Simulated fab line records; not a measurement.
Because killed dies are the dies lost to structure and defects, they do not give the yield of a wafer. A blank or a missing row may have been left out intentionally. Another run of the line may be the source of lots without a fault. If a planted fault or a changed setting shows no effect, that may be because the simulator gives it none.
Which tool was responsible? -- flow n5_finfet -- 9 lots, 27 wafers sampled, at 6 steps of a route of 1938

WHAT THE GAUGES SHOWED, per wafer
N5_WELL_APT_CD_MEAS_08: target cd 200 nm. Usual: cd_nm 200.6 nm, standard deviation 1.1.
lot,measured,on,cd_nm (nm),flag
L225,day 2 07:44,cd_sem-01,202.6 202.7 201.9,
L231,day 3 19:42,cd_sem-02,203.4 200.5 200.7,
L236,day 5 03:05,cd_sem-03,201.4 201.2 200.9,
L240,day 6 01:42,cd_sem-03,200.9 199.1 200.5,
L241,day 6 08:34,cd_sem-03,200.4 199.3 200.9,
L242,day 6 13:44,cd_sem-01,199.8 200.6 200.7,
L243,day 6 19:57,cd_sem-02,201.9 201.8 202.8,
L244,day 7 01:49,cd_sem-01,201.5 200.4 199.8,
L245,day 7 07:41,cd_sem-02,201.5 202.5 201.8,

N5_WELL_APT_OVL_MEAS_09. Usual: NWELL_OVL gives -3 nm (standard deviation 6.5).
lot,measured,on,NWELL_OVL (nm),flag
L225,day 2 07:46,overlay-02,-10 -9 -18,
L231,day 3 19:44,overlay-02,1 -3 -6,
L236,day 5 03:07,overlay-01,-3 2 1,
L240,day 6 01:44,overlay-02,-1 0 -1,
L241,day 6 08:35,overlay-01,58 56 54,OFF
L242,day 6 13:46,overlay-01,53 50 42,OFF
L243,day 6 19:59,overlay-01,-6 -3 0,
L244,day 7 01:50,overlay-01,53 44 46,OFF
L245,day 7 07:43,overlay-02,-9 -6 -4,

N5_BEOL_M4_RC_MEAS_101. Usual: DIBL_N 36.3 mV/V, standard deviation 1.2; DIBL_P 36.1 mV/V, standard deviation 1.6; IOFF_N 0.161 nA/um, standard deviation 0.023; IOFF_P 0.209 nA/um, standard deviation 0.027; ION_N 676 uA/um, standard deviation 8.9; ION_P 462 uA/um, standard deviation 5.3; SS_N 71.5 mV/dec, standard deviation 0.51; SS_P 73.2 mV/dec, standard deviation 0.5; VT_N 249.1 mV, standard deviation 2.5; VT_P -249.9 mV, standard deviation 2.8.
lot,measured,on,DIBL_N (mV/V),DIBL_P (mV/V),IOFF_N (nA/um),IOFF_P (nA/um),ION_N (uA/um),ION_P (uA/um),SS_N (mV/dec),SS_P (mV/dec),VT_N (mV),VT_P (mV),flag
L225,day 8 14:11,prober-02,35.7 34.9 34.4,34.7 33.4 33.8,0.146 0.125 0.125,0.190 0.172 0.180,672 666 667,463 457 464,71.5 70.9 71.1,72.8 72.9 72.9,252.3 252.6 252.0,-249.1 -253.1 -251.7,
L231,day 9 20:49,prober-01,33.8 35.2 34.6,34.7 36.6 35.9,0.146 0.172 0.155,0.179 0.209 0.190,678 687 675,463 463 458,72.2 71.7 71.3,72.4 73.4 72.8,247.6 244.4 248.9,-253.7 -249.4 -251.1,
L236,day 11 15:14,prober-02,36.4 37.0 35.9,35.7 36.8 36.1,0.165 0.178 0.161,0.181 0.193 0.187,666 674 671,457 456 455,72.0 71.8 70.9,73.6 74.2 73.5,247.4 249.3 249.5,-253.8 -253.1 -253.2,
L240,day 12 11:00,prober-02,38.6 36.7 37.9,37.3 34.8 36.1,0.201 0.159 0.188,0.248 0.206 0.235,679 669 688,465 455 474,72.6 71.6 71.8,73.9 73.2 73.5,247.0 250.7 248.7,-248.7 -250.7 -246.2,
L241,day 12 14:46,prober-01,36.1 35.7 36.0,35.0 34.4 35.0,0.166 0.149 0.155,0.211 0.200 0.201,678 675 680,459 460 468,71.1 71.5 71.2,72.2 72.8 72.9,248.8 249.9 250.0,-248.8 -248.3 -248.5,
L242,day 12 14:43,prober-02,36.8 38.2 37.9,37.2 37.8 37.5,0.177 0.200 0.186,0.220 0.232 0.225,679 688 680,460 462 467,72.2 71.8 72.0,73.3 73.2 72.1,249.4 247.3 247.4,-250.5 -247.2 -249.5,
L243,day 12 20:45,prober-02,34.3 35.8 36.0,35.7 36.9 37.6,0.117 0.135 0.138,0.192 0.214 0.222,663 666 673,461 463 467,71.9 71.0 71.6,72.9 73.7 73.1,254.1 254.6 254.9,-252.3 -249.9 -250.0,
L244,day 13 06:17,prober-01,35.6 36.1 36.0,36.5 37.8 37.2,0.161 0.182 0.166,0.215 0.238 0.222,666 681 677,461 461 462,71.9 71.8 72.7,73.0 73.9 73.7,249.0 246.7 248.1,-250.2 -247.1 -251.9,
L245,day 13 22:22,prober-01,37.1 36.0 35.0,36.4 35.6 34.3,0.166 0.143 0.132,0.217 0.202 0.178,679 674 662,465 463 457,71.8 71.9 71.6,73.3 73.1 73.4,250.1 250.6 251.1,-246.2 -248.4 -248.6,

EACH LOT AND THE TOOL THAT RAN IT (in order: tool; ch and the chambers of the sampled wafers; start)
lot,N5_ZERO_LAYER_PECVD_02,N5_ZERO_LAYER_DESCUM_16,N5_WELL_APT_EXPOSE_05
L225,"pecvd-04 ch 1,2, day 2 06:18","rie_diel-02 ch 0,2, day 2 06:42","krf_scanner-01 ch 0, day 2 07:34"
L231,"pecvd-02 ch 0,1, day 3 18:18","rie_diel-03 ch 1,2, day 3 18:49","krf_scanner-02 ch 0, day 3 19:32"
L236,"pecvd-02 ch 0,1, day 5 00:17","rie_diel-06 ch 0,2,3, day 5 02:05","krf_scanner-02 ch 0, day 5 02:55"
L240,"pecvd-04 ch 0,1, day 6 00:17","rie_diel-02 ch 2,3, day 6 00:49","krf_scanner-02 ch 0, day 6 01:32"
L241,"pecvd-04 ch 0,1, day 6 06:18","rie_diel-03 ch 1,3, day 6 07:40","krf_scanner-02 ch 0, day 6 08:23"
L242,"pecvd-03 ch 0,1,2, day 6 12:19","rie_diel-03 ch 0,1,2, day 6 12:50","krf_scanner-02 ch 0, day 6 13:34"
L243,"pecvd-02 ch 1,2, day 6 18:19","rie_diel-03 ch 1,3, day 6 18:55","krf_scanner-01 ch 0, day 6 19:47"
L244,"pecvd-03 ch 1,2, day 7 00:17","rie_diel-06 ch 2,3, day 7 00:48","krf_scanner-02 ch 0, day 7 01:38"
L245,"pecvd-04 ch 1,2, day 7 06:17","rie_diel-02 ch 0,1,2, day 7 06:41","krf_scanner-01 ch 0, day 7 07:32"
- N5_ZERO_LAYER_PECVD_02: deposits SiO2 from SiH4/N2O, target thk 10 nm, time 6 s.
- N5_ZERO_LAYER_DESCUM_16: chemistry O2, time 7.9 s.
- N5_WELL_APT_EXPOSE_05: exposes mask NWELL, defocus 0 nm, target cd 200 nm.

WHAT THE TOOLS THEMSELVES READ (means of the sampled wafers that have a number; where no wafer has one, the mark that the record gives instead)
N5_ZERO_LAYER_PECVD_02. Usual: chamber_pressure_Torr 0.7500 Torr, standard deviation 0.0017; heater_power_w 814 W, standard deviation 100; showerhead_plenum_p_Torr 8.20 Torr, standard deviation 0.11.
lot,tool,chamber_pressure_Torr (Torr),heater_power_w (W),showerhead_plenum_p_Torr (Torr),flag
L225,pecvd-04,0.7490,875,8.18,
L231,pecvd-02,0.7486,742,8.18,
L236,pecvd-02,0.7496,788,8.19,
L240,pecvd-04,0.7488,893,8.34,
L241,pecvd-04,0.7491,839,8.33,
L242,pecvd-03,0.7512,697,8.15,
L243,pecvd-02,0.7514,760,8.20,
L244,pecvd-03,0.7491,716,8.13,
L245,pecvd-04,0.7492,891,8.19,

N5_ZERO_LAYER_DESCUM_16. Usual: drypump_motor_current_A 5.9 A, standard deviation 0.43; o2_flow_sccm 224.9 sccm, standard deviation 0.66; oes_product_au 0.78 a.u., standard deviation 0.082; rf_vpp_V 243.4 V, standard deviation 1.6; showerhead_plenum_p_Torr 2.11 Torr, standard deviation 0.086; throttle_valve_pct 20.44 %, standard deviation 0.25.
lot,tool,drypump_motor_current_A (A),o2_flow_sccm (sccm),oes_product_au (a.u.),rf_vpp_V (V),showerhead_plenum_p_Torr (Torr),throttle_valve_pct (%),flag
L225,rie_diel-02,6.1,226.0,0.86,243.4,2.15,20.25,
L231,rie_diel-03,5.7,225.1,0.78,244.4,2.13,20.54,
L236,rie_diel-06,5.6,224.7,0.83,243.8,2.15,20.35,
L240,rie_diel-02,6.0,225.1,0.73,241.6,1.99,20.68,
L241,rie_diel-03,5.7,225.3,0.73,243.9,2.15,20.66,
L242,rie_diel-03,6.0,224.2,0.82,243.1,2.09,20.46,
L243,rie_diel-03,5.5,224.9,0.70,243.0,2.10,20.71,
L244,rie_diel-06,5.4,225.4,0.87,243.5,2.16,20.30,
L245,rie_diel-02,6.2,225.0,0.79,243.7,2.13,20.31,

THE ANSWER, worked out from the rows above alone
Rule: a lot is off if the mean of its wafers that have a number lies more than 3 standard deviations from the usual mean. Also off: a lot with no number at a reading for which 4 or more lots have one. All remaining lots with rows at the step are treated as sound. First the gauges in route order, then the tools' own readings, where a lot's mean is used as printed above. At the first step where some lot is off, the reading lying furthest off is the one used; lots without a number count as furthest.
Off: at N5_WELL_APT_OVL_MEAS_09 (NWELL_OVL), L241, L242, L244.
A tool fits if, at a process step before that reading, it ran every lot that is off, and no sound lot after the first of them. The gauges at N5_WELL_APT_OVL_MEAS_09 are tried like those tools. One candidate fits, namely krf_scanner-02 at N5_WELL_APT_EXPOSE_05. Its last sound lot is L240 (day 6 01:32), its first lot that is off L241 (day 6 08:23): a fault that began between those two fits.

WHAT THE SIMULATOR HAD PUT IN
Scanner matching overlay: krf_scanner-02, from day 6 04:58 on, at N5_WELL_APT_EXPOSE_05. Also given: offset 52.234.
Shown lots that were struck: L241, L242, L244. The rule above reached the same finding.
